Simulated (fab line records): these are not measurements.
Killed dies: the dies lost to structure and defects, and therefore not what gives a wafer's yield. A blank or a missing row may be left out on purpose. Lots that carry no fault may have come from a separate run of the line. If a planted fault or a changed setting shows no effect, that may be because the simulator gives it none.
Problem report in the 8D (eight disciplines) form, filled by code :: flow nand_harc :: the parts of the form that need people (team, actions taken, sign-off) are left out

== 1. WHAT WENT WRONG ==
raw_defect_count at NHARC_P_GATE_INSPECT_28 reads a mean of 459.2 on 6 wafers of 2 lots; wafers without a fault read 6.5 with a standard deviation of 2.9. That is +99 or more standard deviations from the usual mean.
Seen first at day 7 05:45 on defect_inspect-02, wafer L521.1. Wafers with a number at this step in the record: 33, from 11 lots. Rule for "out" (also "out of limits"): further than 4 standard deviations from the usual mean. Any other wafer with a number is counted as sound.

== 2. WHAT IT IS; WHAT IT IS NOT ==
question: which readings at this step
is: raw_defect_count
is not: -

question: which lots
is: L521, L522
is not: L518, L519, L520, L531, L532, L533, L534, L535, L536

question: which wafers of those lots
is: all that have a number
is not: -

question: read on which gauges
is: defect_inspect-01, defect_inspect-02
is not: -

question: when
is: from day 7 05:45
is not: up to then (9 sound wafers); but 18 sound wafers of L531, L532, L533, L534, L535, L536 came after

== 3. WHAT RULES OUT EACH SUSPECT ==
Counting: any tool at a process step up to the reading is kept as a suspect provided that every lot that is out went through it and no sound lot did after the first of them.
- the gauge at NHARC_P_GATE_INSPECT_28 has been ruled out. 2 gauges (defect_inspect-01, defect_inspect-02) read the wafers that are out.
- wet_bench-02 at NHARC_P_GATE_PRECLEAN_70 (cleans in SC1): ruled out as a lasting fault. Sound lots L532 ran on it after its first lot that is out, L521 (day 6 01:49).
Left after counting: nothing in the record.

== 4. THE CAUSE (what the simulator had put in) ==
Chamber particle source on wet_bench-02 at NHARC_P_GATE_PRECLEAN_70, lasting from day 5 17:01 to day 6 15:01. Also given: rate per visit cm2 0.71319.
Counting ruled it out, wrongly: the rule takes a fault to strike every lot that its tool runs from its start on, and this one did not.

== 5. SEQUENCE OF EFFECTS, ordered by route ==
Each row: a reading whose mean over the struck wafers that have a number lies more than 3 standard deviations from the usual. Readings are gone through only where the record gives a usual standard deviation; hours: the median, over the lots, of the time from a lot's start at the first step in this table giving one to that lot's start at this step; sigmas: the change measured in usual standard deviations.
hours: 0
step: NHARC_P_GATE_INSPECT_28
reading: raw_defect_count
usual: 6.5
on struck wafers: 459.2
change: +452.7
sigmas: +99 or more

hours: 18
step: NHARC_P_GATE_INSPECT_68
reading: raw_defect_count
usual: 199
on struck wafers: 580
change: +381
sigmas: +5.4

hours: 450
step: NHARC_END_SORT_01
reading: killed_at_periphery
usual: 3.8
on struck wafers: 56.3
change: +52.5
sigmas: +20

hours: 450
step: NHARC_END_SORT_01
reading: killed_dies
usual: 58
on struck wafers: 127
change: +69
sigmas: +4.3

== 6. HOW IT WOULD HAVE BEEN CAUGHT EARLIER ==
37 hours passed between the start of the fault at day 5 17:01 and the first reading out of limits at a measuring or inspecting step in this record, taken at day 7 05:45.
An alarm limit of 4 standard deviations would not have fired on the tool readings at NHARC_P_GATE_PRECLEAN_70 for which the record gives a usual standard deviation, since none of them was out on any struck wafer.
